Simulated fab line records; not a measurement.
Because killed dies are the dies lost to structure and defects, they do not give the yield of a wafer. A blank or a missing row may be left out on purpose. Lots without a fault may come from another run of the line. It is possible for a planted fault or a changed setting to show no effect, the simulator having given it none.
fab line records	flow n5_finfet
record lots=9	wafers=27	last_day=18
route steps=1938 shown BEOL_M1@769 BEOL_M4@1111 PASSIVATION@1936
lots untouched by any fault: they come from a run of this same line in which no faults occurred
start_h: the number of hours between the record's first day and the start of the first shown wafer of the lot	wait_h: hours from the lot's prior step to this one	" identical to the entry in the row above	L1.1+2: one row covering several wafers at once	- either no value or no given start	* or withheld: withheld	< > ~ a bound
route shown NAME@n: names a module that has steps shown in the file, with the first one's number in the route	usual: average and standard deviation across the fault-free wafers	same: alike in all rows	chamber/n: place in a boat	sites: readings site by site	_std_site: their standard deviation	_edge_site: outer sites' mean less inner sites'	radius_mm: for every site, how far away it sits from the centre of the wafer	mask NAME#n: copy n	behind: the most recent tool/chamber to have shaped the wafer	hold: reason for holding the lot/hours on hold/outcome of the hold	device: which transistor (n, p or np) failed to switch	end of line: at the end of the route, the tests of the same wafers	a step given without rows: its recipe and nothing more	killed: count of dies lost to structure and defects at first sort (not the wafer's yield)	map: a wafer's dies, x killed, . not, _ none there
set.NAME: the run value of the setting; set.NAME@STEP: its run value at that earlier step	model.NAME: the simulator's own value behind a step, which no gauge read
route steps across a sampled set of lots; one table per step, one row per wafer
services: when a tool's chamber went out of use (start_h, in hours from the record's first day, below 0 if earlier), for how many hours, and the reason
## steps
# step N5_BEOL_M1_ETCH_63
# recipe chemistry=CF4	target=SiARC	target_depth_a=156	mask_material=CAR-EUV	time_s=26	ion_energy_ev=80	pressure_mtorr=40	source_w=545	bias_w=36	Ar_flow_sccm=100	cf4_flow_sccm=100	ends=cleared
# usual cf4_flow_sccm=100.0/0.31	drypump_motor_current_A=5.4/0.36	etch_rf_on_time_s=25.9/0.47	oes_product_au=0.69/0.077	rf_vpp_V=184.1/1.1	showerhead_plenum_p_Torr=2.15/0.054	throttle_valve_pct=15.61/0.24
lot.wafer	tool	chamber	start_h	wait_h	cf4_flow_sccm	drypump_motor_current_A	etch_rf_on_time_s	oes_product_au	rf_hours_counter_h	rf_vpp_V	showerhead_plenum_p_Torr	throttle_valve_pct
L393.2	rie_diel-03	1	123.90	0.0	100.2	5.2	25.8	0.72	68	185.3	2.17	15.35
L393.3	"	3	"	"	99.9	5.4	25.5	0.66	131	182.9	2.15	15.83
L393.4	"	3	"	"	100.4	5.5	25.7	0.66	-	184.9	2.15	15.82
L401.2	rie_diel-05	2	184.28	0.0	100.1	5.8	25.8	0.70	102	184.4	2.16	15.91
L401.4	"	0	"	"	100.3	4.9	26.4	0.59	221	184.0	2.12	15.92
L401.5	"	2	"	"	100.0	5.8	25.7	0.69	-	185.6	2.16	15.91
L403.2	rie_diel-06	2	184.56	0.0	100.1	5.9	25.4	0.68	106	183.4	2.16	15.68
L403.3	"	0	"	"	100.3	5.4	26.3	0.61	204	183.1	2.12	15.84
L403.4	"	2	"	"	100.5	5.8	25.4	0.67	-	182.8	2.16	15.68
L404.1	rie_diel-05	1	184.96	0.0	99.7	4.9	26.0	0.73	60	183.8	2.09	15.33
L404.2	"	3	"	"	99.9	5.4	26.4	0.65	128	183.0	2.15	15.40
L404.3	"	0	"	"	100.2	4.9	26.3	0.60	221	182.5	2.12	15.92
L407.2	rie_diel-03	2	210.84	0.0	99.9	5.7	26.7	0.60	194	185.8	2.21	15.49
L407.3	"	1	"	"	100.0	5.1	26.1	0.69	93	184.8	2.16	15.41
L407.5	"	3	"	"	100.2	5.4	25.8	0.64	-	182.4	2.14	15.87
L408.3	rie_diel-06	2	211.60	0.0	100.1	5.8	25.4	0.67	115	183.4	2.16	15.70
L408.4	"	0	"	"	99.8	5.4	26.2	0.61	214	185.7	2.12	15.89
L408.5	"	0	"	"	99.3	5.4	26.2	0.61	-	183.9	2.12	15.87
L409.2	rie_diel-05	0	216.68	0.0	100.5	4.9	26.4	0.59	231	184.4	2.12	15.94
L409.3	"	3	"	"	99.6	5.4	26.8	0.64	137	184.2	2.15	15.41
L409.4	"	2	"	"	99.9	5.8	25.5	0.69	111	184.2	2.16	15.92
L411.2	rie_diel-06	2	228.28	0.0	99.5	5.8	25.2	0.66	120	184.8	2.15	15.71
L411.5	"	3	"	"	99.9	5.2	25.0	0.82	-	182.8	2.10	15.48
L411.6	"	2	"	"	99.9	5.8	25.2	0.66	-	183.9	2.15	15.71
L416.1	rie_diel-06	3	261.99	0.0	99.8	5.1	25.1	0.80	19	182.7	2.10	15.49
L416.3	"	1	"	"	99.9	5.7	25.8	0.77	25	185.2	2.27	15.39
L416.6	"	3	"	"	100.2	5.2	25.2	0.80	-	182.7	2.10	15.51
# step N5_BEOL_M1_COAT_22
# recipe resist=CAR-EUV	spin_rpm=1500	resist_thk_nm=30
# usual dispense_pressure_kPa=51.8/2.3	spin_speed_rpm=1500.0/1.1
lot.wafer	tool	chamber	start_h	wait_h	dispense_pressure_kPa	spin_speed_rpm
L393.2	litho_track-01	0	124.33	-	54.5	1499.9
L393.3	"	0	"	"	54.4	1500.2
L393.4	"	0	"	"	54.5	1500.9
L401.2	litho_track-02	0	184.70	-	52.1	1499.6
L401.4	"	0	"	"	52.1	1499.0
L401.5	"	0	"	"	52.1	1498.7
L403.2	litho_track-03	0	184.98	-	48.9	1503.1
L403.3	"	0	"	"	48.9	1501.7
L403.4	"	0	"	"	48.9	1501.3
L404.1	litho_track-02	0	185.38	-	52.1	1501.9
L404.2	"	0	"	"	52.1	1499.8
L404.3	"	0	"	"	52.1	1501.8
L407.2	litho_track-03	0	211.26	-	48.8	1496.8
L407.3	"	0	"	"	48.9	1500.6
L407.5	"	0	"	"	48.9	1500.1
L408.3	litho_track-02	0	212.06	-	52.1	1543.2
L408.4	"	0	"	"	52.1	1543.7
L408.5	"	0	"	"	52.1	1543.9
L409.2	litho_track-01	0	217.11	-	54.5	1500.5
L409.3	"	0	"	"	54.5	1497.8
L409.4	"	0	"	"	54.5	1499.7
L411.2	litho_track-02	0	228.79	-	52.1	1543.9
L411.5	"	0	"	"	52.1	1543.7
L411.6	"	0	"	"	52.1	1544.8
L416.1	litho_track-03	0	262.41	-	48.9	1501.4
L416.3	"	0	"	"	48.9	1498.9
L416.6	"	0	"	"	48.9	1499.6
# step N5_BEOL_M1_DESCUM_33
# recipe chemistry=O2	time_s=7	source_power_w=50	bias_power_w=20	pressure_mtorr=20	rf_frequency_hz=2.712e+07	temp_c=40	resist=CAR-EUV	o2_flow_sccm=225
# usual drypump_motor_current_A=5.4/0.38	oes_product_au=0.78/0.077	rf_vpp_V=243.1/1	showerhead_plenum_p_Torr=2.09/0.046	throttle_valve_pct=20.43/0.23
lot.wafer	tool	chamber	start_h	wait_h	drypump_motor_current_A	oes_product_au	rf_hours_counter_h	rf_vpp_V	showerhead_plenum_p_Torr	throttle_valve_pct
L393.2	rie_diel-06	2	124.73	0.0	5.9	0.81	82	243.1	2.12	20.47
L393.3	"	1	"	"	5.7	0.69	242	241.7	1.97	20.55
L393.4	"	3	"	"	5.2	0.70	228	243.4	2.06	20.74
L401.2	rie_diel-05	2	185.16	0.1	5.8	0.82	102	243.6	2.10	20.71
L401.4	"	0	"	"	4.9	0.69	221	243.0	2.07	20.68
L401.5	"	3	"	"	5.4	0.77	-	243.3	2.10	20.16
L403.2	rie_diel-06	2	185.90	0.4	5.8	0.78	107	244.0	2.11	20.52
L403.3	"	0	"	"	5.4	0.72	205	244.1	2.07	20.68
L403.4	"	2	"	"	5.8	0.78	-	244.4	2.11	20.50
L404.1	rie_diel-06	0	186.01	0.2	5.4	0.72	205	242.5	2.08	20.66
L404.2	"	1	"	"	5.7	0.98	2	245.5	2.23	20.22
L404.3	"	2	"	"	5.8	0.78	107	241.1	2.11	20.50
L407.2	rie_diel-03	3	211.82	0.1	5.5	0.75	155	244.9	2.08	20.63
L407.3	"	1	"	"	5.1	0.80	93	242.8	2.11	20.23
L407.5	"	2	"	"	5.8	0.71	-	245.4	2.16	20.15
L408.3	rie_diel-06	0	212.58	0.0	5.4	0.71	214	243.4	2.07	20.67
L408.4	"	3	"	"	5.2	0.98	5	242.0	2.06	20.38
L408.5	"	3	"	"	5.2	0.99	-	244.2	2.06	20.38
L409.2	rie_diel-03	0	217.63	0.0	6.2	0.90	20	242.0	2.05	20.15
L409.3	"	1	"	"	5.1	0.80	95	243.5	2.11	20.24
L409.4	"	2	"	"	5.8	0.70	197	243.7	2.16	20.17
L411.2	rie_diel-05	2	229.31	0.2	5.8	0.80	114	242.9	2.09	20.71
L411.5	"	0	"	"	4.9	0.69	-	243.0	2.06	20.71
L411.6	"	1	"	"	4.9	0.85	-	242.4	2.04	20.22
L416.1	rie_diel-03	0	262.81	0.0	6.2	0.88	31	244.0	2.05	20.16
L416.3	"	2	"	"	5.8	0.69	208	244.8	2.15	20.17
L416.6	"	1	"	"	5.1	0.80	-	243.0	2.11	20.25
# step N5_BEOL_M1_ETCH_77
# recipe chemistry=N2/H2	target=underlayer	target_depth_a=65	mask_material=CAR-EUV	time_s=5.2	ion_energy_ev=200	pressure_mtorr=30	source_w=840	bias_w=150	n2_flow_sccm=200	h2_flow_sccm=200	ends=cleared
# usual drypump_motor_current_A=5.4/0.38	etch_rf_on_time_s=5.20/0.094	oes_product_au=0.66/0.067	rf_vpp_V=524.0/1.9	showerhead_plenum_p_Torr=2.54/0.056	throttle_valve_pct=17.85/0.25
lot.wafer	tool	chamber	start_h	wait_h	drypump_motor_current_A	etch_rf_on_time_s	oes_product_au	rf_hours_counter_h	rf_vpp_V	showerhead_plenum_p_Torr	throttle_valve_pct
L393.2	rie_diel-06	2	124.76	0.0	5.8	5.12	0.69	82	525.6	2.57	17.86
L393.3	"	1	"	"	5.7	5.26	0.58	242	519.7	2.39	18.05
L393.4	"	3	"	"	5.2	5.32	0.59	228	523.3	2.50	18.07
L401.2	rie_diel-05	2	185.19	0.0	5.8	5.04	0.70	102	525.4	2.56	18.11
L401.4	"	0	"	"	4.9	5.20	0.59	221	524.3	2.51	18.12
L401.5	"	3	"	"	5.4	5.24	0.64	-	523.4	2.55	17.56
L403.2	rie_diel-06	2	185.93	0.0	5.8	5.09	0.67	107	522.4	2.56	17.92
L403.3	"	0	"	"	5.4	5.29	0.61	205	521.9	2.52	18.09
L403.4	"	2	"	"	5.9	5.11	0.67	-	522.9	2.56	17.93
L404.1	rie_diel-06	0	186.04	0.0	5.4	5.31	0.61	205	523.3	2.52	18.09
L404.2	"	1	"	"	5.7	5.15	0.83	2	529.7	2.71	17.62
L404.3	"	2	"	"	5.8	5.14	0.67	107	525.1	2.56	17.93
L407.2	rie_diel-03	3	211.85	0.0	5.4	5.10	0.65	155	524.7	2.54	18.17
L407.3	"	1	"	"	5.1	5.19	0.69	93	523.4	2.56	17.69
L407.5	"	2	"	"	5.8	5.28	0.60	-	526.6	2.62	17.61
L408.3	rie_diel-06	0	212.61	0.0	5.4	5.30	0.61	214	523.3	2.52	18.10
L408.4	"	3	"	"	5.2	5.00	0.84	5	523.5	2.49	17.70
L408.5	"	3	"	"	5.2	4.99	0.84	-	520.4	2.49	17.66
L409.2	rie_diel-03	0	217.67	0.0	6.2	5.08	0.77	20	521.9	2.49	17.55
L409.3	"	1	"	"	5.1	5.21	0.69	95	524.7	2.56	17.68
L409.4	"	2	"	"	5.8	5.31	0.59	197	526.1	2.62	17.60
L411.2	rie_diel-05	2	229.34	0.0	5.8	5.01	0.69	114	524.0	2.56	18.14
L411.5	"	0	"	"	4.9	5.19	0.58	-	523.3	2.51	18.13
L411.6	"	1	"	"	4.9	5.16	0.73	-	520.5	2.47	17.57
L416.1	rie_diel-03	0	262.84	0.0	6.2	5.14	0.76	31	522.0	2.49	17.56
L416.3	"	2	"	"	5.8	5.31	0.59	208	525.9	2.61	17.62
L416.6	"	1	"	"	5.1	5.22	0.69	-	523.0	2.56	17.70
# step N5_BEOL_M4_RC_MEAS_101
# usual DIBL_N=36.2/1.2	DIBL_P=36.3/1.3	IOFF_N=0.155/0.019	IOFF_P=0.210/0.029	ION_N=677/8.6	ION_P=465/6.8	SS_N=71.4/0.48	SS_P=73.2/0.53	VT_N=249.9/2.4	VT_P=-250/3.2
lot.wafer	tool	chamber	start_h	wait_h	DIBL_N[mV/V]	DIBL_P[mV/V]	IOFF_N[nA/um]	IOFF_P[nA/um]	ION_N[uA/um]	ION_P[uA/um]	SS_N[mV/dec]	SS_P[mV/dec]	VT_N[mV]	VT_P[mV]
L393.2	prober-02	0	158.43	0.2	36.5	36.8	0.157	0.199	672	464	71.7	72.9	250.5	-252
L393.3	"	0	"	"	36.3	36.4	0.153	0.198	673	459	71.1	73.6	251.6	-250
L393.4	"	0	"	"	37.5	37.9	0.178	0.220	685	469	71.9	72.6	249.3	-250
L401.2	prober-02	0	233.38	0.2	35.4	35.1	0.155	0.235	679	473	71.8	73.3	247.3	-246
L401.4	"	0	"	"	36.1	35.5	0.165	0.245	683	477	71.8	73.4	248.0	-244
L401.5	"	0	"	"	35.5	35.5	0.158	0.257	671	474	71.6	73.4	248.7	-244
L403.2	prober-01	0	245.08	0.2	34.4	33.4	0.117	0.192	669	470	70.6	72.5	253.2	-245
L403.3	"	0	"	"	36.1	36.1	0.154	0.227	680	474	71.4	73.4	250.9	-247
L403.4	"	0	"	"	37.6	37.4	0.181	0.253	684	470	71.6	74.0	246.6	-247
L404.1	prober-01	0	253.57	0.0	35.5	35.8	0.165	0.222	687	467	71.0	73.1	245.4	-249
L404.2	"	0	"	"	37.7	37.8	0.204	0.267	678	470	71.8	73.8	246.3	-248
L404.3	"	0	"	"	35.9	35.3	0.152	0.218	678	469	71.9	73.3	252.4	-250
L408.3	prober-01	0	265.65	0.3	37.0	37.8	0.187	0.269	680	469	71.5	74.1	245.6	-244
L408.4	"	0	"	"	36.3	37.1	0.175	0.266	696	479	71.9	73.7	247.8	-247
L408.5	"	0	"	"	36.7	37.1	0.172	0.257	686	478	71.8	73.1	245.8	-246
L407.2	prober-02	0	273.99	0.2	35.4	37.3	0.158	0.225	674	462	71.5	74.0	251.2	-249
L407.3	"	0	"	"	34.9	36.4	0.147	0.215	675	469	71.8	73.4	249.0	-249
L407.5	"	0	"	"	35.6	37.5	0.172	0.238	680	472	70.5	73.7	248.5	-246
L409.2	prober-01	0	280.87	0.2	34.9	35.2	0.129	0.162	666	449	71.6	72.5	256.9	-258
L409.3	"	0	"	"	35.5	36.2	0.147	0.182	669	455	71.6	73.1	251.4	-253
L409.4	"	0	"	"	35.7	36.4	0.152	0.187	672	453	72.4	73.1	251.7	-254
L411.2	prober-02	0	282.73	0.2	36.5	37.6	0.155	0.216	672	464	70.9	73.4	250.2	-248
L411.5	"	0	"	"	35.7	36.6	0.142	0.194	676	464	71.5	73.3	251.9	-251
L411.6	"	0	"	"	36.0	37.3	0.145	0.219	676	463	71.8	73.5	251.1	-248
L416.1	prober-02	0	322.78	0.0	35.4	33.4	0.128	0.159	657	451	70.9	72.4	252.2	-254
L416.3	"	0	"	"	36.9	35.5	0.159	0.188	673	459	71.7	72.8	250.4	-251
L416.6	"	0	"	"	37.4	36.0	0.164	0.199	674	458	71.9	73.6	249.7	-252
# step N5_PASSIVATION_PROBE_49
# usual defect_limited_yield=91.2/1.4	killed_at_M0_to_M3=34/10	killed_at_M4_up=13/5.1	killed_at_contacts=12/6.5	killed_at_front_end=41/11	killed_at_other=4/3.3	killed_dies=104/16	killed_open=69/13	killed_short=33/7	sort_bin_5_function=5.1/0.91	sort_bin_6_memory=3.3/0.69	sort_n_pass=1076/16	sort_yield_pct=91.2/1.4
# same gross_dies=1180	killed_at_back_side=0	sort_bin_4_leakage[%]=0	sort_bin_8_speed[%]=0
lot.wafer	tool	chamber	start_h	wait_h	defect_limited_yield[%]	killed_at_M0_to_M3	killed_at_M4_up	killed_at_contacts	killed_at_front_end	killed_at_other	killed_dies	killed_open	killed_short	sort_bin_5_function[%]	sort_bin_6_memory[%]	sort_n_pass	sort_yield_pct[%]
L393.2	prober-02	-	266.36	0.1	91.5	32	15	19	30	4	100	69	30	4.9	3.1	1080	91.5
L393.3	prober-02	-	266.41	0.1	91.6	27	16	18	35	3	99	69	30	5.4	2.9	1081	91.6
L393.4	prober-02	-	266.46	0.2	92.4	19	16	15	40	0	90	55	33	4.0	3.3	1090	92.4
L401.2	prober-02	-	343.53	0.8	90.3	29	7	23	55	1	115	79	34	5.7	3.9	1065	90.3
L401.4	prober-02	-	343.63	0.9	91.8	18	21	22	36	0	97	72	25	5.1	3.1	1083	91.8
L401.5	prober-02	-	343.68	1.0	90.5	37	6	13	56	0	112	74	37	5.5	3.7	1068	90.5
L403.2	prober-02	-	344.05	0.1	92.1	36	12	13	31	1	93	67	25	5.4	2.4	1087	92.1
L403.3	prober-02	-	344.10	0.1	91.9	38	18	8	30	2	96	65	31	5.0	2.9	1084	91.9
L403.4	prober-02	-	344.15	0.2	92.0	26	13	14	36	5	94	64	30	4.3	3.6	1086	92.0
L404.1	prober-02	-	356.59	0.0	91.0	49	22	2	32	1	106	61	38	5.3	2.9	1074	91.0
L404.2	prober-02	-	356.64	0.1	90.8	50	18	8	29	3	108	65	42	5.6	3.3	1072	90.8
L404.3	prober-02	-	356.69	0.1	92.6	30	17	6	32	2	87	57	27	4.1	3.0	1093	92.6
L407.2	prober-02	-	370.94	0.1	92.9	27	7	14	33	3	84	46	35	4.7	2.1	1096	92.9
L407.3	prober-02	-	370.99	0.1	92.4	41	12	9	26	2	90	55	35	4.6	2.8	1090	92.4
L407.5	prober-02	-	371.09	0.2	90.7	32	12	14	48	4	110	61	49	5.4	3.6	1070	90.7
L408.3	prober-02	-	371.42	0.1	89.6	45	12	7	52	7	123	87	34	5.4	4.3	1057	89.6
L408.4	prober-02	-	371.47	0.2	94.4	15	12	13	24	2	66	46	20	3.1	2.0	1114	94.4
L408.5	prober-02	-	371.52	0.2	90.8	25	18	10	44	11	108	68	35	4.9	3.6	1072	90.8
L409.2	prober-02	-	376.58	0.1	94.2	22	4	19	21	3	69	51	18	3.6	2.1	1111	94.2
L409.3	prober-02	-	376.63	0.1	92.4	29	6	23	26	6	90	57	33	4.7	2.6	1090	92.4
L409.4	prober-02	-	376.68	0.2	91.6	28	11	16	38	6	99	67	32	4.5	3.6	1081	91.6
L411.2	prober-02	-	385.92	0.1	92.4	33	21	3	28	5	90	62	24	3.7	3.7	1090	92.4
L411.5	prober-02	-	386.07	0.2	91.1	27	24	6	41	7	105	75	30	5.4	3.1	1075	91.1
L411.6	prober-02	-	386.12	0.3	92.5	21	13	4	48	3	89	62	27	4.2	3.1	1091	92.5
L416.1	prober-01	-	428.39	0.7	88.1	43	17	18	57	5	140	88	47	6.5	4.7	1040	88.1
L416.3	prober-01	-	428.49	0.8	92.5	23	10	7	43	6	89	61	26	4.2	3.2	1091	92.5
L416.6	prober-01	-	428.64	1.0	90.8	33	13	11	48	4	109	81	26	5.3	3.6	1071	90.8
# killed by level:class
L393.2 MOL_CONTACT_COAG:geometric_particle:open=14 BEOL_M3:geometric_particle:open=11 FIN_SAQP:geometric_particle:open=9 BEOL_M2:geometric_particle:open=7 BEOL_M4:geometric_particle:open=7 STI_FIN_REVEAL:geometric_particle:open=5 MOL_CONTACT_COAG:geometric_particle:short=5 BEOL_M4:geometric_particle:short=5
L393.3 MOL_CONTACT_COAG:geometric_particle:open=17 FIN_SAQP:geometric_particle:open=13 BEOL_M2:geometric_particle:open=8 BEOL_M3:geometric_particle:open=6 BEOL_M4:geometric_particle:open=6 GATE_CUT:geometric_particle:short=5 STARTING-WAFER:geometric_particle:open=5 BEOL_M2:geometric_particle:short=4
L393.4 MOL_CONTACT_COAG:geometric_particle:open=13 ILD0:geometric_particle:short=6 STI_FIN_REVEAL:geometric_particle:open=6 GATE_CUT:geometric_particle:open=6 FIN_SAQP:geometric_particle:short=5 BEOL_M1:geometric_particle:open=5 BEOL_M0_SAQP:geometric_particle:open=4 GATE_CUT:geometric_particle:short=4
L401.2 MOL_CONTACT_COAG:geometric_particle:open=20 FIN_SAQP:geometric_particle:open=14 STI_FIN_REVEAL:geometric_particle:open=12 FIN_SAQP:geometric_particle:short=11 DUMMY_GATE:geometric_particle:open=6 BEOL_M2:geometric_particle:open=6 BEOL_M0_SAQP:geometric_particle:short=6 BEOL_M1:geometric_particle:open=6
L401.4 MOL_CONTACT_COAG:geometric_particle:open=18 STI_FIN_REVEAL:geometric_particle:open=11 FIN_SAQP:geometric_particle:open=8 BEOL_M5:geometric_particle:open=6 BEOL_M1:geometric_particle:open=5 FIN_SAQP:geometric_particle:short=4 MOL_CONTACT_COAG:geometric_particle:short=4 BEOL_M0_SAQP:geometric_particle:short=4
L401.5 STI_FIN_REVEAL:geometric_particle:open=16 FIN_SAQP:geometric_particle:open=11 MOL_CONTACT_COAG:geometric_particle:open=9 BEOL_M1:geometric_particle:open=7 BEOL_M0_SAQP:geometric_particle:open=7 BEOL_M0_SAQP:geometric_particle:short=7 ILD0:geometric_particle:short=5 BEOL_M2:geometric_particle:open=5
L403.2 BEOL_M3:geometric_particle:open=12 MOL_CONTACT_COAG:geometric_particle:open=11 STI_FIN_REVEAL:geometric_particle:open=7 STI_FIN_REVEAL:geometric_particle:short=6 BEOL_M2:geometric_particle:open=6 BEOL_M4:geometric_particle:open=5 FIN_SAQP:geometric_particle:open=4 BEOL_M0_SAQP:geometric_particle:short=4
L403.3 BEOL_M3:geometric_particle:open=13 MOL_CONTACT_COAG:geometric_particle:open=7 BEOL_M4:geometric_particle:open=7 FIN_SAQP:geometric_particle:open=6 BEOL_M0:geometric_particle:open=6 BEOL_M1:geometric_particle:open=5 STARTING-WAFER:geometric_particle:short=5 STI_FIN_REVEAL:geometric_particle:short=4
L403.4 STI_FIN_REVEAL:geometric_particle:open=14 MOL_CONTACT_COAG:geometric_particle:open=10 BEOL_M0_SAQP:geometric_particle:short=8 DUMMY_GATE:geometric_particle:open=6 BEOL_M2:geometric_particle:open=6 MOL_CONTACT_COAG:geometric_particle:short=4 BEOL_M0_SAQP:geometric_particle:open=4 MIM_TOP:geometric_particle:open=4
L404.1 BEOL_M3:geometric_particle:open=14 BEOL_M0_SAQP:geometric_particle:short=9 BEOL_M4:geometric_particle:open=7 HKMG_FIN:area_etch=7 BEOL_M1:geometric_particle:open=6 BEOL_M2:geometric_particle:open=6 FIN_SAQP:geometric_particle:short=5 BEOL_M0:geometric_particle:open=4
L404.2 BEOL_M4:geometric_particle:open=11 BEOL_M0_SAQP:geometric_particle:short=9 BEOL_M1:geometric_particle:short=9 BEOL_M2:geometric_particle:open=8 BEOL_M1:geometric_particle:open=7 BEOL_M3:geometric_particle:open=7 BEOL_M0_SAQP:geometric_particle:open=6 MOL_CONTACT_COAG:geometric_particle:open=5
L404.3 BEOL_M4:geometric_particle:open=10 BEOL_M2:geometric_particle:open=6 BEOL_M0_SAQP:geometric_particle:short=6 STI_FIN_REVEAL:geometric_particle:open=5 MOL_CONTACT_COAG:geometric_particle:open=5 BEOL_M3:geometric_particle:open=5 BEOL_M0_SAQP:geometric_particle:open=4 STARTING-WAFER:geometric_particle:short=4
L407.2 FIN_SAQP:geometric_particle:short=11 MOL_CONTACT_COAG:geometric_particle:open=10 BEOL_M0_SAQP:geometric_particle:short=8 BEOL_M0_SAQP:geometric_particle:open=6 BEOL_M3:geometric_particle:open=6 STI_FIN_REVEAL:geometric_particle:open=5 MOL_CONTACT_COAG:geometric_particle:short=4 BEOL_M4:geometric_particle:open=4
L407.3 BEOL_M0_SAQP:geometric_particle:open=11 BEOL_M3:geometric_particle:open=11 MOL_CONTACT_COAG:geometric_particle:open=6 BEOL_M0_SAQP:geometric_particle:short=6 FIN_SAQP:geometric_particle:short=5 BEOL_M2:geometric_particle:short=5 FIN_SAQP:geometric_particle:open=4 STI_FIN_REVEAL:geometric_particle:open=4
L407.5 FIN_SAQP:geometric_particle:short=17 MOL_CONTACT_COAG:geometric_particle:open=11 BEOL_M0_SAQP:geometric_particle:open=11 STI_FIN_REVEAL:geometric_particle:open=10 BEOL_M0_SAQP:geometric_particle:short=10 FIN_SAQP:geometric_particle:open=8 BEOL_M3:geometric_particle:open=7 GATE_CUT:geometric_particle:short=4
L408.3 STI_FIN_REVEAL:geometric_particle:open=17 FIN_SAQP:geometric_particle:open=9 BEOL_M1:geometric_particle:open=9 FIN_SAQP:geometric_particle:short=8 BEOL_M2:geometric_particle:open=8 BEOL_M0_SAQP:geometric_particle:open=8 BEOL_M3:geometric_particle:open=8 MOL_CONTACT_COAG:geometric_particle:open=7
L408.4 MOL_CONTACT_COAG:geometric_particle:open=13 STI_FIN_REVEAL:geometric_particle:open=9 BEOL_M3:geometric_particle:open=9 BEOL_M4:geometric_particle:open=6 GATE_CUT:geometric_particle:short=3 BEOL_M3:geometric_particle:short=3 STARTING-WAFER:geometric_particle:short=3 STI_FIN_REVEAL:geometric_particle:short=2
L408.5 STI_FIN_REVEAL:geometric_particle:open=18 BEOL_M3:geometric_particle:open=11 BEOL_M4:geometric_particle:open=8 MOL_CONTACT_COAG:geometric_particle:open=7 PASS1_CAP:geometric_particle:short=7 STARTING-WAFER:geometric_particle:open=6 HKMG_FIN:area_etch=5 GATE_CUT:geometric_particle:short=4
L409.2 MOL_CONTACT_COAG:geometric_particle:open=19 BEOL_M3:geometric_particle:open=13 GATE_CUT:geometric_particle:short=8 STI_FIN_REVEAL:geometric_particle:open=5 FIN_SAQP:geometric_particle:open=2 ILD0:geometric_particle:short=2 GATE_CUT:geometric_particle:open=2 BEOL_M0_SAQP:geometric_particle:open=2
L409.3 MOL_CONTACT_COAG:geometric_particle:open=20 BEOL_M3:geometric_particle:open=9 GATE_CUT:geometric_particle:short=8 BEOL_M0_SAQP:geometric_particle:open=5 STI_FIN_REVEAL:geometric_particle:open=4 DUMMY_GATE:geometric_particle:open=4 STARTING-WAFER:geometric_particle:short=4 PAD_METAL:geometric_particle:short=3
L409.4 MOL_CONTACT_COAG:geometric_particle:open=14 FIN_SAQP:geometric_particle:short=10 BEOL_M3:geometric_particle:open=10 STI_FIN_REVEAL:geometric_particle:open=9 FIN_SAQP:geometric_particle:open=7 BEOL_M1:geometric_particle:open=6 BEOL_M0_SAQP:geometric_particle:short=5 BEOL_M0_SAQP:geometric_particle:open=4
L411.2 BEOL_M3:geometric_particle:open=10 FIN_SAQP:geometric_particle:short=6 BEOL_M2:geometric_particle:open=6 DUMMY_GATE:geometric_particle:open=5 BEOL_M0_SAQP:geometric_particle:short=5 BEOL_M1:geometric_particle:open=5 BEOL_M4:geometric_particle:open=5 BEOL_M0_SAQP:geometric_particle:open=4
L411.5 BEOL_M4:geometric_particle:open=13 STI_FIN_REVEAL:geometric_particle:open=12 BEOL_M1:geometric_particle:open=8 BEOL_M3:geometric_particle:open=7 FIN_SAQP:geometric_particle:short=5 MOL_CONTACT_COAG:geometric_particle:open=5 BEOL_M2:geometric_particle:open=5 BEOL_M8:geometric_particle:open=5
L411.6 FIN_SAQP:geometric_particle:short=17 FIN_SAQP:geometric_particle:open=13 BEOL_M2:geometric_particle:open=11 STI_FIN_REVEAL:geometric_particle:open=7 BEOL_M4:geometric_particle:open=6 MOL_CONTACT_COAG:geometric_particle:open=4 BEOL_M3:geometric_particle:open=4 STI_FIN_REVEAL:geometric_particle:short=2
L416.1 FIN_SAQP:geometric_particle:short=16 MOL_CONTACT_COAG:geometric_particle:open=14 BEOL_M2:geometric_particle:open=14 FIN_SAQP:geometric_particle:open=10 STI_FIN_REVEAL:geometric_particle:open=8 GATE_CUT:geometric_particle:open=6 BEOL_M4:geometric_particle:open=6 BEOL_M0_SAQP:geometric_particle:open=5
L416.3 STI_FIN_REVEAL:geometric_particle:open=13 FIN_SAQP:geometric_particle:open=9 FIN_SAQP:geometric_particle:short=8 BEOL_M1:geometric_particle:open=8 MOL_CONTACT_COAG:geometric_particle:open=7 GATE_CUT:geometric_particle:short=6 BEOL_M3:geometric_particle:open=4 PASS1_CAP:geometric_particle:open=3
L416.6 FIN_SAQP:geometric_particle:open=11 MOL_CONTACT_COAG:geometric_particle:open=10 GATE_CUT:geometric_particle:open=8 BEOL_M0:geometric_particle:open=8 BEOL_M1:geometric_particle:open=8 DUMMY_GATE:geometric_particle:open=7 GATE_CUT:geometric_particle:short=7 BEOL_M4:geometric_particle:open=5
## services
tool	chamber	start_h	hours	kind
rie_diel-03	0	109.73	-	clean
rie_diel-03	0	109.73	-	consumable_replace:focus_ring
rie_diel-03	0	109.73	26.8	scheduled_down
rie_diel-03	0	109.73	26.8	vent_cycle
rie_diel-06	1	144.27	14.9	repair
rie_diel-03	3	152.15	13.5	repair
rie_diel-03	-	157.17	10.0	pm
rie_diel-06	1	161.77	-	clean
rie_diel-06	1	161.77	-	consumable_replace:focus_ring
rie_diel-06	1	161.77	-	consumable_replace:showerhead
rie_diel-05	3	175.74	3.6	repair
rie_diel-06	3	180.34	-	clean
rie_diel-06	3	180.34	-	consumable_replace:focus_ring
rie_diel-06	3	180.34	15.5	scheduled_down
rie_diel-06	3	180.34	15.5	vent_cycle
rie_diel-03	0	209.33	4.7	repair
rie_diel-06	0	235.18	4.9	repair
## key
first_sign step=N5_BEOL_M1_COAT_22	reading=spin_speed_rpm	direction=up	sigmas=41	usual=*	struck=*
effect none on later readings
met_at N5_BEOL_M1_COAT_22
struck_lots L408,L411
not_acting_at N5_BEOL_M1_ETCH_63,N5_BEOL_M1_DESCUM_33,N5_BEOL_M1_ETCH_77
onset_between 185.38 212.06
fault kind=process_parameter_drift	tool=litho_track-02	chamber=-	onset_h=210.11	steps=N5_BEOL_M1_COAT_22	channel=spin_rpm	offset=*	shape=step	end_h=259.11	acts_in=*	stated=*
